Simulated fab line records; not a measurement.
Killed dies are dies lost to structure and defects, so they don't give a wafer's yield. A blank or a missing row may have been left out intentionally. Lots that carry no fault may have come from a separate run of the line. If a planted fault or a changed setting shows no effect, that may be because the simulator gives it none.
Split-lot trial | flow n5-finfet | route with 1938 steps; 7 lots, 21 wafers read

## SPLIT DETAILS
At N5_BEOL_M15_EXPOSE_07 (exposes mask V14), the setting dose-mj was moved away from the recipe's 41.25 on 13 of the 21 wafers read, by -5.6% to +5.2%. For the rest of the wafers, this setting stayed at what the recipe calls for.

## FROM THE SPLIT TO THE READING: what the file shows between them, 11 steps
- N5_BEOL_M15_PEB_08: peb time 90 s
- N5_BEOL_M15_DEVELOP_09: develop time 45 s
- N5_BEOL_M15_HARDBAKE_14: time 120 s
- N5_BEOL_M15_CD_MEAS_10: target cd 360 nm
- N5_BEOL_M15_DESCUM_15: chemistry O2, time 7.9 s
- N5_BEOL_M15_ETCH_59: etches BARC in N2/H2, target depth 89 nm, overetch 26.7 nm, time 67.9 s
- N5_BEOL_M15_VIA_ETCH_16: etches SiO2 in C4F8/O2/Ar, target depth 1792.2 nm
- N5_BEOL_M15_STRIP_63: strips in O2
- N5_BEOL_M15_STRIP_64: strips in O2
- N5_BEOL_M15_STRIP_65: strips in post etch residue remover, time 60 s
- N5_BEOL_M15_SRD_66: time 30 s, dry time 30 s

## THE READING
At N5_BEOL_M15_CD_MEAS_17: cd-nm in nanometres, against a target cd of 360 nm. Typical for fault-free wafers on this fab line: 361.0 nm, with standard deviation 1.6 nm.

wafer  | tool, chamber at the split | dose-mj as run | against the recipe | cd-nm, nm | against lot-mates on the recipe
L081.2 | krf-scanner-02, 0          | 41.25          | recipe             | 356.5     | -
L081.4 | krf-scanner-02, 0          | 43.41          | +5.2%              | 367.9     | +11.4
L081.5 | krf-scanner-02, 0          | 43.41          | +5.2%              | 369.7     | +13.2
L083.2 | krf-scanner-01, 0          | 41.25          | recipe             | 362.2     | -
L083.3 | krf-scanner-01, 0          | 42.29          | +2.5%              | 365.6     | +3.4
L083.6 | krf-scanner-01, 0          | 42.29          | +2.5%              | 364.6     | +2.4
L082.2 | krf-scanner-02, 0          | 41.25          | recipe             | 358.8     | -
L082.3 | krf-scanner-02, 0          | 41.25          | recipe             | 359.8     | -
L082.5 | krf-scanner-02, 0          | 41.25          | recipe             | 360.0     | -
L086.1 | krf-scanner-02, 0          | 39.33          | -4.7%              | 356.1     | -9.0
L086.3 | krf-scanner-02, 0          | 41.25          | recipe             | 365.1     | -
L086.5 | krf-scanner-02, 0          | 39.33          | -4.7%              | 357.0     | -8.1
L087.1 | krf-scanner-01, 0          | 42.16          | +2.2%              | 364.2     | no lot-mate on the recipe
L087.4 | krf-scanner-01, 0          | 42.16          | +2.2%              | 364.5     | no lot-mate on the recipe
L087.5 | krf-scanner-01, 0          | 42.16          | +2.2%              | 364.0     | no lot-mate on the recipe
L092.1 | krf-scanner-02, 0          | 38.92          | -5.6%              | 351.3     | -7.7
L092.2 | krf-scanner-02, 0          | 41.25          | recipe             | 359.0     | -
L092.5 | krf-scanner-02, 0          | 38.92          | -5.6%              | 351.9     | -7.1
L096.1 | krf-scanner-02, 0          | 41.25          | recipe             | 358.8     | -
L096.2 | krf-scanner-02, 0          | 42.9           | +4.0%              | 363.2     | +4.4
L096.3 | krf-scanner-02, 0          | 42.9           | +4.0%              | 366.0     | +7.2

FIT RESULTS
A straight line over all 21 wafers: cd-nm changes by +1.37 nm for each +1% of dose-mj; r = +0.91; the points scatter about the line by 2.1 nm.
The same after taking each lot's own level away (the mean of its wafers on the recipe; 18 wafers): +1.7 nm for each +1%; r = +0.96; scatter 1.7 nm.
On that fit, the largest move of dose-mj shifts the reading by 9.6 nm.
From 356.50 to 365.10 nm: that is the span of the lots' own levels, equal to 5.4 times the standard deviation above.
So the slope is not independent of the lot-to-lot level: the two fits are not the same.
Check: with one of the wafers moved furthest among these (-5.6%) left out of the fit, the line predicts -9.8 nm for it against its lot-mates. It came out at -7.7 nm against them.

## ADDITIONAL SPLITS CARRIED BY THESE WAFERS
Other splits were also applied to these wafers ahead of the reading. Each is held against what the fit with the lots' levels taken away leaves over:
other split on the same wafers    | wafers away from the commonest value | r with cd-nm (lot level and that fit taken away)
N5_BEOL_M11_TRENCH_ETCH_37 bias-w | 9                                    | +0.77
N5_BEOL_M11_ALD_74 ald-cycles     | 6                                    | -0.63
N5_BEOL_M14_COAT_04 spin-rpm      | 6                                    | -0.30
N5_BEOL_M14_ETCH_59 h2-flow-sccm  | 6                                    | -0.14
N5_BEOL_M15_COAT_04 spin-rpm      | 7                                    | +0.18

## THE WHOLE CHAIN: every reading that the file lists as answering this split, in the file's order
step                   | what it does     | reading | change (the file's fit)              | r (the file's)
N5_BEOL_M15_CD_MEAS_10 | target cd 360 nm | cd-nm   | +1.65 nm for each +1% of the setting | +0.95
N5_BEOL_M15_CD_MEAS_17 | target cd 360 nm | cd-nm   | +1.7 nm for each +1% of the setting  | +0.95

## THE FILE'S OWN FIT
cd-nm changes by +1.7 nm for each +1% of dose-mj, r = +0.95.
